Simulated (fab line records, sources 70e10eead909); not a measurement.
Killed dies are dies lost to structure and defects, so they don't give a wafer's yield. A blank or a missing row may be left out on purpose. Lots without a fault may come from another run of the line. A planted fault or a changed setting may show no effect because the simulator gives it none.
Chamber matching | flow nand_harc | NHARC_A_CHANNEL_HOLE_D1_ETCH_39 on rie_diel-13: 4 sister chambers
The step etches the open film in N2/H2, target depth 260 nm, time 325 s. 18 wafers are shown with their chamber, then 8 later ones without.

WAFERS WITH THEIR CHAMBER
wafer  | chamber | drypump_motor_current_A (A) | run_length_s (s) | rf_vpp_V (V)
L284.2 | 3       | 5.7                         | 346.4            | 429.3
L284.4 | 0       | 6.0                         | 346.9            | 433.7
L284.5 | 1       | 5.6                         | 345.3            | 428.8
L285.1 | 0       | 6.0                         | 346.5            | 431.8
L285.2 | 2       | 5.8                         | 346.3            | 432.3
L285.6 | 1       | 5.6                         | 345.4            | 427.9
L286.1 | 3       | 5.6                         | 346.5            | 428.3
L286.4 | 1       | 5.6                         | 345.3            | 427.7
L286.6 | 3       | 5.7                         | 346.8            | 430.4
L287.1 | 2       | 5.8                         | 346.0            | 432.6
L287.3 | 3       | 5.7                         | 346.7            | 429.8
L287.5 | 3       | 5.7                         | 346.6            | 429.1
L289.2 | 3       | 5.7                         | 346.3            | 430.5
L289.4 | 2       | 5.8                         | 346.0            | 433.3
L289.5 | 1       | 5.6                         | 345.6            | 428.7
L290.2 | 0       | 6.0                         | 346.5            | 432.3
L290.4 | 1       | 5.6                         | 345.8            | 430.1
L290.5 | 3       | 5.6                         | 346.3            | 430.9

SIGNATURES (means of the wafers above)
reading                 | chamber 0 | chamber 1 | chamber 2 | chamber 3 | scatter within a chamber
drypump_motor_current_A | 6.000     | 5.600     | 5.800     | 5.671     | 0.0319
run_length_s            | 346.633   | 345.480   | 346.100   | 346.514   | 0.204
rf_vpp_V                | 432.600   | 428.640   | 432.733   | 429.757   | 0.89
Rule: a wafer's distance from a chamber is the root of the sum, over the readings, of the square of ((its reading less the chamber's mean) divided by the reading's scatter). The wafer belongs to the nearest chamber; if the next one is less than 2 further off, it can't be placed. The scatter: the root of (the sum of the squares of (reading less its chamber's mean) over the shown wafers, divided by (wafers less chambers)).

WAFERS WITHOUT THEIR CHAMBER
wafer  | drypump_motor_current_A (A) | run_length_s (s) | rf_vpp_V (V)
L292.2 | 5.7                         | 346.9            | 428.0
L292.3 | 6.0                         | 346.8            | 433.8
L292.4 | 5.6                         | 345.9            | 428.6
L295.3 | 6.0                         | 347.0            | 433.5
L295.5 | 5.7                         | 346.3            | 429.6
L295.6 | 5.8                         | 346.4            | 431.6
L300.5 | 6.0                         | 347.1            | 431.0
L301.5 | 5.6                         | 345.6            | 428.7

WHICH CHAMBER EACH WENT THROUGH
wafer  | from the rows above     | in truth
L292.2 | 3                       | 3
L292.3 | 0                       | 0
L292.4 | can't be placed: 1 or 3 | 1
L295.3 | 0                       | 0
L295.5 | 3                       | 3
L295.6 | 2                       | 2
L300.5 | 0                       | 0
L301.5 | 1                       | 1
Placed correctly: 7 of 8. Can't be placed from these rows: 1 (the true chamber is among the candidates in 1). Placed wrongly: 0.
